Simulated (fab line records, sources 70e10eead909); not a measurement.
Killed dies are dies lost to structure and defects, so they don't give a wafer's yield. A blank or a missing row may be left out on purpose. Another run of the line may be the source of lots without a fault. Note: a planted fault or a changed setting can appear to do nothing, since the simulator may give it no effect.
fab line records | flow nand-harc | part 1 of 2: steps 1 to 4 of 6
record lots=23 wafers=69 last-day=24
route steps=1159 shown A_STAIRCASE@664 A_SGD_CUT@764
lots that met no fault: from a run of the same line without faults
start-h: the number of hours between the record's first day and the start of the first shown wafer of the lot | wait-h: hours from the lot's prior step to this one | " unchanged from the row above | L1.1+2: a row that stands for several wafers | - no value, or no start was given | * or withheld: withheld | < > ~ a bound
route shown NAME@n: names a module that has steps shown in the file, with the first one's number in the route | usual: mean/standard deviation of fault-free wafers | same: alike in all rows | chamber/n: place in a boat | sites: the reading at each site | _std_site: standard deviation of those values | _edge_site: the outer-site mean with the inner-site mean subtracted | radius-mm: for every site, how far away it sits from the centre of the wafer | mask NAME#n: copy n | behind: the tool/chamber that last shaped the wafer | hold: why the lot went on hold/how many hours it stayed there/how the hold came to an end | device: the n, p or np transistor that did not switch | end of line: at the end of the route, the tests of the same wafers | a step given without rows: its recipe and nothing more | killed: dies that structure and defects cost at the first sort, which is not the same as the wafer's yield | map: a wafer's dies, x killed, . not, _ none there
set.NAME: the setting as run; set.NAME@STEP: as run at that earlier step | model.NAME: the simulator's own value behind a step, which no gauge read
steps of the route over a sample of lots; a table a step, a row a wafer
services: the hour from which a tool's chamber was out of use, counted from the record's first day as start-h (under 0 if before that day), plus the number of hours and why
## steps
# step NHARC_A_STAIRCASE_DESCUM_291
# recipe time-s=3 o2-flow-sccm=200 ar-flow-sccm=0 bias-power-w=0 chemistry=O2
# usual drypump-motor-current-A=5.8/0.39 oes-product-au=1.000/0.0072 rf-vpp-V=57.9/0.93 showerhead-plenum-p-Torr=1.95/0.089 throttle-valve-pct=11.311/0.01
# columns lot.wafer tool chamber start-h wait-h drypump-motor-current-A oes-product-au rf-hours-counter-h rf-vpp-V showerhead-plenum-p-Torr throttle-valve-pct
L074.1 rie-diel-01 0 252.67 - 6.4 0.992 41 58.5 1.99 11.324
L074.3 " 1 " " 5.9 0.986 - 58.7 1.78 11.285
L074.5 " 0 " " 6.3 1.006 - 58.8 1.99 11.315
L076.2 rie-diel-11 2 257.02 - 5.5 1.004 23 56.9 2.07 11.297
L076.1 " 0 " " 5.4 1.021 24 57.8 2.01 11.294
L076.5 " 2 " " 5.5 0.996 - 59.4 2.07 11.310
L075.2 rie-diel-11 0 257.38 - 5.5 1.006 24 57.5 2.01 11.321
L075.3 " 2 " " 5.5 1.004 24 59.4 2.07 11.311
L075.6 " 3 " " 5.7 1.006 - 57.8 1.81 11.333
L078.2 rie-diel-11 1 264.65 - 6.4 0.998 28 58.4 1.95 11.303
L078.5 " 1 " " 6.4 0.995 - 59.1 1.95 11.304
L078.6 " 2 " " 5.5 1.005 - 57.3 2.07 11.311
L077.3 rie-diel-06 1 266.07 - 5.4 1.001 9 57.3 2.03 11.309
L077.4 " 3 " " 5.4 1.000 7 59.0 2.01 11.306
L077.5 " 1 " " 5.4 0.999 - 58.5 2.02 11.327
L080.2 rie-diel-11 3 283.82 - 5.7 1.005 32 58.4 1.81 11.322
L080.1 " 0 " " 5.5 1.012 33 57.9 2.01 11.317
L080.6 " 2 " " 5.5 1.012 - 57.9 2.07 11.327
L079.1 rie-diel-06 0 285.17 - 6.3 0.996 14 58.8 1.87 11.296
L079.4 " 1 " " 5.4 1.000 12 58.6 2.02 11.311
L079.6 " 3 " " 5.3 1.004 - 58.5 2.01 11.317
L083.3 rie-diel-01 0 296.40 - 6.4 0.998 62 57.2 1.98 11.296
L083.6 " 3 " " 5.8 1.001 - 57.8 1.89 11.318
L083.4 " 1 " " 6.0 0.995 - 56.0 1.78 11.311
L082.3 rie-diel-06 3 298.37 - 5.4 1.005 17 59.7 2.01 11.304
L082.4 " 2 " " 5.2 1.004 18 57.8 1.89 11.305
L082.6 " 3 " " 5.4 1.002 - 58.1 2.01 11.321
L081.1 rie-diel-11 0 304.59 - 5.5 0.989 39 58.1 2.01 11.338
L081.3 " 1 " " 6.4 0.997 39 57.6 1.95 11.315
L081.6 " 2 " " 5.5 1.005 - 57.1 2.06 11.316
L084.2 rie-diel-06 1 316.15 - 5.4 0.997 30 58.7 2.02 11.308
L084.3 " 2 " " 5.2 1.004 28 57.2 1.88 11.287
L084.6 " 0 " " 6.3 0.999 - 56.4 1.87 11.299
L085.3 rie-diel-11 2 317.38 - 5.5 1.003 46 58.3 2.06 11.310
L085.4 " 0 " " 5.5 0.998 45 56.7 2.00 11.322
L085.1 " 1 " " 6.4 0.987 44 57.4 1.95 11.314
L086.4 rie-diel-11 2 329.95 - 5.5 0.996 52 57.4 2.06 11.310
L086.2 " 3 " " 5.8 0.988 51 58.1 1.80 11.317
L086.5 " 1 " " 6.4 0.989 - 55.9 1.94 11.325
L089.4 rie-diel-06 1 342.40 - 5.4 1.007 43 57.5 2.01 11.318
L089.1 " 3 " " 5.3 0.999 37 56.6 2.00 11.314
L089.5 " 1 " " 5.4 0.983 - 58.5 2.01 11.314
L088.2 rie-diel-01 1 343.36 - 6.0 0.998 8 58.5 2.07 11.293
L088.5 " 0 " " 6.4 1.020 - 57.9 1.98 11.299
L088.6 " 1 " " 6.0 1.002 - 58.9 2.07 11.309
L091.1 rie-diel-01 3 347.07 - 5.8 1.003 9 57.8 1.89 11.320
L091.3 " 2 " " 5.7 1.003 9 57.9 1.83 11.307
L091.5 " 3 " " 5.8 0.999 - 58.3 1.89 11.302
L092.2 rie-diel-01 0 350.71 - 6.4 0.997 6 57.6 1.98 11.318
L092.1 " 1 " " 5.9 0.989 10 57.4 2.07 11.308
L092.4 " 3 " " 5.7 1.004 10 56.5 1.89 11.321
L090.4 rie-diel-11 1 350.75 - 6.4 0.990 58 58.7 1.94 11.318
L090.1 " 2 " " 5.5 1.005 60 58.9 2.06 11.306
L090.2 " 3 " " 5.8 1.002 59 57.7 1.80 11.316
L093.3 rie-diel-11 3 355.91 - 5.7 0.985 62 57.2 1.80 11.302
L093.2 " 0 " " 5.5 1.001 61 57.8 2.00 11.314
L093.1 " 2 " " 5.5 1.000 64 57.6 2.05 11.290
L094.1 rie-diel-01 0 370.63 - 6.4 1.010 12 57.2 1.98 11.305
L094.3 " 2 " " 5.7 1.010 18 56.7 1.83 11.316
L094.5 " 0 " " 6.4 1.001 - 60.5 1.98 11.321
L097.2 rie-diel-01 0 380.57 - 6.4 1.005 15 57.1 1.98 11.325
L097.3 " 1 " " 5.9 0.996 20 59.9 2.07 11.319
L097.1 " 3 " " 5.8 0.998 20 57.5 1.88 11.304
L096.4 rie-diel-06 2 380.74 - 5.3 0.996 56 58.8 1.88 11.331
L096.1 " 3 " " 5.3 0.998 54 59.4 1.99 11.300
L096.5 " 1 " " 5.4 1.001 - 57.7 2.01 11.313
L095.4 rie-diel-06 3 381.93 - 5.4 0.986 55 57.3 1.99 11.315
L095.2 " 1 " " 5.4 0.992 57 57.6 2.01 11.315
L095.5 " 2 " " 5.3 1.004 - 57.8 1.88 11.309
# step NHARC_A_STAIRCASE_DEP_301
# recipe target-thk-a=300 target-thk-nm=30 temp-c=400 pressure-torr=3.5 flow-sccm=200 rf-w=350 material=SiON
# usual heater-power-w=718/120
# columns lot.wafer tool chamber start-h wait-h heater-power-w
L074.3 pecvd-02 0 258.85 0.9 530
L074.1 " 1 " " 552
L074.5 " 0 " " 540
L076.2 pecvd-01 2 261.83 1.3 817
L076.1 " 0 " " 693
L076.5 " 0 " " 685
L075.2 pecvd-03 0 262.75 1.3 555
L075.3 " 1 " " 906
L075.6 " 2 " " 710
L078.2 pecvd-01 0 268.78 1.3 584
L078.6 " 0 " " 592
L078.5 " 1 " " 692
L077.3 pecvd-03 0 271.07 1.0 569
L077.5 " 0 " " 585
L077.4 " 2 " " 648
L080.2 pecvd-01 2 288.07 1.3 763
L080.1 " 0 " " 696
L080.6 " 0 " " 693
L079.1 pecvd-02 2 289.94 1.6 823
L079.6 " 1 " " 572
L079.4 " 2 " " 849
L083.3 pecvd-01 0 305.15 1.0 665
L083.4 " 2 " " 745
L083.6 " 0 " " 665
L082.3 pecvd-03 0 308.48 1.1 659
L082.4 " 1 " " 892
L082.6 " 2 " " 593
L081.3 pecvd-02 2 310.88 0.9 741
L081.1 " 1 " " 668
L081.6 " 0 " " 589
L084.3 pecvd-01 1 320.43 1.0 707
L084.2 " 2 " " 877
L084.6 " 1 " " 720
L085.1 pecvd-03 1 322.25 1.6 919
L085.3 " 0 " " 607
L085.4 " 2 " " 682
L086.2 pecvd-01 2 335.30 1.3 906
L086.4 " 0 " " 576
L086.5 " 1 " " 760
L089.1 pecvd-03 2 348.16 1.6 640
L089.5 " 2 " " 632
L089.4 " 1 " " 903
L088.2 pecvd-02 2 350.01 1.3 793
L088.6 " 2 " " 808
L088.5 " 0 " " 574
L091.3 pecvd-01 0 351.83 0.9 626
L091.1 " 2 " " 900
L091.5 " 0 " " 651
L092.2 pecvd-01 0 356.46 1.3 591
L092.1 " 2 " " 736
L092.4 " 1 " " 796
L090.1 pecvd-01 1 358.01 1.5 811
L090.2 " 0 " " 576
L090.4 " 0 " " 571
L093.1 pecvd-03 1 360.07 1.6 984
L093.3 " 2 " " 741
L093.2 " 0 " " 554
L094.3 pecvd-02 2 374.83 0.9 899
L094.1 " 1 " " 623
L094.5 " 2 " " 881
L097.2 pecvd-01 0 385.52 1.2 641
L097.1 " 1 " " 794
L097.3 " 2 " " 820
L096.1 pecvd-02 1 386.54 1.6 566
L096.5 " 2 " " 857
L096.4 " 1 " " 580
L095.2 pecvd-03 1 387.39 1.3 879
L095.5 " 0 " " 543
L095.4 " 2 " " 631
# step NHARC_A_SGD_CUT_ETCH_15
# recipe target-depth-a=750 time-s=64.3 ch3f-flow-sccm=50 o2-flow-sccm=30 ar-flow-sccm=200 rf-w=500 bias-w=100 chemistry=CH3F/O2
# usual drypump-motor-current-A=5.7/0.6 oes-product-au=0.956/0.02 rf-vpp-V=264.3/1.7 showerhead-plenum-p-Torr=2.49/0.1 throttle-valve-pct=20.663/0.0082
# columns lot.wafer tool chamber start-h wait-h drypump-motor-current-A oes-product-au rf-hours-counter-h rf-vpp-V showerhead-plenum-p-Torr throttle-valve-pct
L074.3 rie-diel-13 1 - - 5.1 0.972 1 266.3 2.59 20.672
L074.1 " 2 " " 5.5 0.969 1 264.2 2.54 20.670
L074.5 " 0 " " 6.1 0.963 - 263.8 2.38 20.673
L075.2 rie-diel-09 2 - - 5.0 0.936 3 263.7 2.35 20.672
L075.3 " 3 " " 6.7 0.941 3 266.8 2.59 20.661
L075.6 " 3 " " 6.7 0.944 - 265.5 2.59 20.663
L076.1 rie-diel-10 0 - - 6.5 0.957 11 264.8 2.59 20.667
L076.2 " 1 " " 6.4 0.964 13 263.4 2.39 20.671
L076.5 " 1 " " 6.4 0.983 - 261.2 2.39 20.669
L078.2 rie-diel-10 1 - - 6.4 0.989 13 261.7 2.39 20.665
L078.5 " 1 " " 6.4 0.980 - 264.0 2.39 20.677
L078.6 " 2 " " 6.3 0.961 - 264.9 2.61 20.660
L077.4 rie-diel-13 0 - - 6.1 0.968 4 262.1 2.38 20.657
L077.3 " 3 " " 5.5 0.991 4 266.0 2.61 20.657
L077.5 " 1 " " 5.2 0.959 - 265.8 2.59 20.676
L079.4 rie-diel-09 3 - - 6.7 0.961 5 265.8 2.59 20.673
L079.1 " 1 " " 5.6 0.968 3 262.8 2.34 20.657
L079.6 " 2 " " 4.9 0.972 - 260.3 2.35 20.675
L080.2 rie-diel-13 0 - - 6.1 0.929 6 263.3 2.38 20.670
L080.1 " 2 " " 5.6 0.922 5 265.7 2.54 20.668
L080.6 " 0 " " 6.1 0.918 - 263.3 2.38 20.657
L082.3 rie-diel-09 3 - - 6.6 0.978 8 267.1 2.59 20.662
L082.4 " 0 " " 5.4 0.960 7 266.9 2.58 20.671
L082.6 " 3 " " 6.6 0.975 - 265.6 2.59 20.675
L081.1 rie-diel-09 0 - - 5.4 0.947 7 267.3 2.58 20.660
L081.3 " 2 " " 5.0 0.965 8 260.4 2.35 20.689
L081.6 " 3 " " 6.7 0.952 - 265.4 2.59 20.670
L083.3 rie-diel-13 2 - - 5.6 0.922 9 265.8 2.54 20.642
L083.6 " 1 " " 5.1 0.909 - 264.9 2.59 20.674
L083.4 " 0 " " 6.1 0.919 - 262.9 2.38 20.656
L085.1 rie-diel-09 3 - - 6.7 0.955 9 265.2 2.59 20.656
L085.4 " 0 " " 5.4 0.962 8 266.2 2.58 20.667
L085.3 " 1 " " 5.6 0.965 6 263.7 2.34 20.664
L084.2 rie-diel-13 2 - - 5.5 0.948 11 264.1 2.54 20.661
L084.3 " 0 " " 6.1 0.954 11 263.9 2.38 20.657
L084.6 " 1 " " 5.1 0.944 - 266.1 2.59 20.646
L086.2 rie-diel-13 1 - - 5.2 0.954 12 264.8 2.59 20.662
L086.5 " 1 " " 5.1 0.957 - 265.4 2.59 20.676
L086.4 " 2 " " 5.5 0.957 - 264.0 2.54 20.650
L088.2 rie-diel-10 1 - - 6.4 0.956 5 263.4 2.39 20.659
L088.6 " 2 " " 6.3 0.976 - 265.0 2.60 20.663
L088.5 " 3 " " 4.9 0.969 - 263.7 2.47 20.659
L089.4 rie-diel-09 1 - - 5.6 0.957 9 261.4 2.34 20.667
L089.1 " 3 " " 6.6 0.988 12 265.1 2.59 20.665
L089.5 " 0 " " 5.4 0.981 - 266.1 2.58 20.673
L091.3 rie-diel-13 2 - - 5.5 0.960 16 265.1 2.54 20.650
L091.1 " 0 " " 6.1 0.955 16 262.0 2.37 20.668
L091.5 " 2 " " 5.6 0.962 - 265.5 2.54 20.661
L090.1 rie-diel-10 2 - - 6.3 0.980 5 265.2 2.60 20.659
L090.2 " 3 " " 4.9 0.958 5 265.4 2.47 20.653
L090.4 " 0 " " 6.5 0.961 5 264.3 2.59 20.663
L092.2 rie-diel-09 2 - - 4.9 0.985 12 260.4 2.35 20.667
L092.4 " 3 " " 6.7 0.990 12 265.7 2.59 20.666
L092.1 " 1 " " 5.6 0.950 9 261.1 2.34 20.665
L093.1 rie-diel-13 2 - - 5.5 0.939 17 265.4 2.54 20.673
L093.3 " 0 " " 6.1 0.929 17 261.5 2.37 20.656
L093.2 " 1 " " 5.1 0.930 16 266.1 2.58 20.648
L094.1 rie-diel-09 1 - - 5.6 0.948 10 262.6 2.34 20.660
L094.3 " 2 " " 5.0 0.980 13 263.2 2.35 20.669
L094.5 " 1 " " 5.6 0.954 - 262.9 2.34 20.663
L097.3 rie-diel-13 2 - - 5.5 0.928 19 264.5 2.54 20.663
L097.2 " 0 " " 6.1 0.927 19 262.5 2.37 20.659
L097.1 " 1 " " 5.1 0.921 18 266.3 2.58 20.659
L095.2 rie-diel-10 2 - - 6.3 0.972 7 266.6 2.60 20.660
L095.5 " 2 " " 6.3 0.966 - 266.1 2.60 20.665
L095.4 " 3 " " 4.9 0.960 - 264.1 2.47 20.658
L096.1 rie-diel-10 2 - - 6.3 0.946 7 265.6 2.60 20.685
L096.4 " 3 " " 4.9 0.933 - 263.1 2.47 20.666
L096.5 " 1 " " 6.4 0.941 - 263.0 2.39 20.654
# step NHARC_A_SGD_CUT_CMP_21
# recipe target-thk-nm=148.19
# usual motor-current-A=11.9/1.1 retaining-ring-pressure-frac=1.000/0.0047 time-to-endpoint-s=49.3/2.4
# columns lot.wafer tool chamber start-h wait-h motor-current-A retaining-ring-pressure-frac time-to-endpoint-s
L074.3 cmp-01 1 313.89 0.4 12.3 0.998 51.1
L074.1 " 2 " " 11.6 1.009 50.6
L074.5 " 0 " " 10.7 1.006 53.4
L076.2 cmp-01 1 319.22 0.4 13.2 1.003 51.1
L076.1 " 2 " " 12.1 1.007 51.8
L076.5 " 2 " " 11.5 1.004 49.1
L075.2 cmp-03 1 319.22 0.4 12.3 0.997 50.9
L075.3 " 3 " " 11.9 1.004 52.8
L075.6 " 2 " " 12.0 0.995 53.4
L077.3 cmp-03 2 327.81 0.4 12.4 0.997 49.7
L077.4 " 1 " " 12.5 1.003 48.5
L077.5 " 3 " " 12.2 1.001 50.9
L078.2 cmp-01 2 327.82 0.4 11.4 1.004 46.9
L078.5 " 1 " " 12.3 1.003 51.0
L078.6 " 2 " " 11.6 0.999 46.6
L079.4 cmp-01 3 339.85 0.4 13.2 0.997 48.9
L079.1 " 2 " " 11.1 0.993 50.0
L079.6 " 0 " " 11.7 1.001 50.9
L080.2 cmp-03 0 339.85 0.4 11.2 1.001 53.9
L080.1 " 3 " " 12.0 1.004 52.0
L080.6 " 1 " " 12.1 1.008 52.7
L081.3 cmp-01 0 363.36 0.4 10.7 0.995 52.3
L081.1 " 1 " " 12.2 1.005 52.9
L081.6 " 1 " " 11.7 0.999 55.2
L083.3 cmp-03 1 363.36 0.4 12.5 0.998 47.6
L083.4 " 3 " " 12.7 1.002 50.9
L083.6 " 2 " " 12.2 0.999 48.3
L082.3 cmp-02 1 363.38 0.4 11.2 1.004 50.9
L082.4 " 2 " " 13.2 1.006 51.7
L082.6 " 0 " " 9.5 1.003 50.2
L085.1 cmp-03 0 376.91 0.4 10.5 1.001 48.2
L085.3 " 1 " " 11.5 1.009 46.5
L085.4 " 2 " " 12.6 0.990 52.2
L084.3 cmp-01 2 376.97 0.4 11.0 1.006 51.1
L084.2 " 3 " " 13.9 1.002 48.4
L084.6 " 1 " " 12.3 1.007 50.2
L086.4 cmp-02 2 388.78 0.4 12.6 1.000 47.8
L086.2 " 1 " " 11.9 1.000 44.5
L086.5 " 3 " " 13.1 0.998 45.1
L088.2 cmp-02 2 408.97 0.4 13.2 0.993 50.3
L088.6 " 2 " " 13.6 0.991 46.7
L088.5 " 3 " " 13.6 1.006 48.0
L091.1 cmp-01 3 408.97 0.4 13.8 1.002 49.5
L091.3 " 0 " " 10.8 0.999 51.8
L091.5 " 3 " " 13.5 1.001 50.4
L090.1 cmp-03 1 409.00 0.4 12.4 1.000 50.1
L090.4 " 2 " " 12.4 0.994 49.5
L090.2 " 3 " " 11.6 1.004 50.2
L089.4 cmp-01 0 409.12 0.5 10.4 0.994 53.0
L089.1 " 1 " " 12.3 1.000 50.8
L089.5 " 1 " " 12.4 1.000 49.7
L092.1 cmp-02 3 409.15 0.5 13.3 1.000 49.7
L092.4 " 0 " " 9.4 0.992 49.0
L092.2 " 1 " " 10.3 0.997 46.0
L093.3 cmp-02 1 417.12 0.4 10.8 0.998 47.5
L093.1 " 2 " " 13.2 1.002 46.5
L093.2 " 3 " " 11.7 1.001 45.9
L094.3 cmp-03 1 426.13 0.4 12.7 0.994 45.3
L094.1 " 2 " " 12.9 1.002 49.9
L094.5 " 3 " " 11.8 0.994 48.2
L097.2 cmp-02 2 437.79 0.4 13.1 0.999 48.1
L097.3 " 0 " " 10.2 1.003 48.3
L097.1 " 1 " " 11.1 0.989 43.9
L095.2 cmp-03 2 437.84 0.4 12.6 1.008 50.7
L095.4 " 3 " " 13.0 0.996 53.2
L095.5 " 1 " " 12.1 0.998 50.9
L096.4 cmp-01 3 437.84 0.4 13.8 0.994 50.2
L096.1 " 0 " " 11.3 0.996 49.9
L096.5 " 3 " " 13.2 1.000 48.3
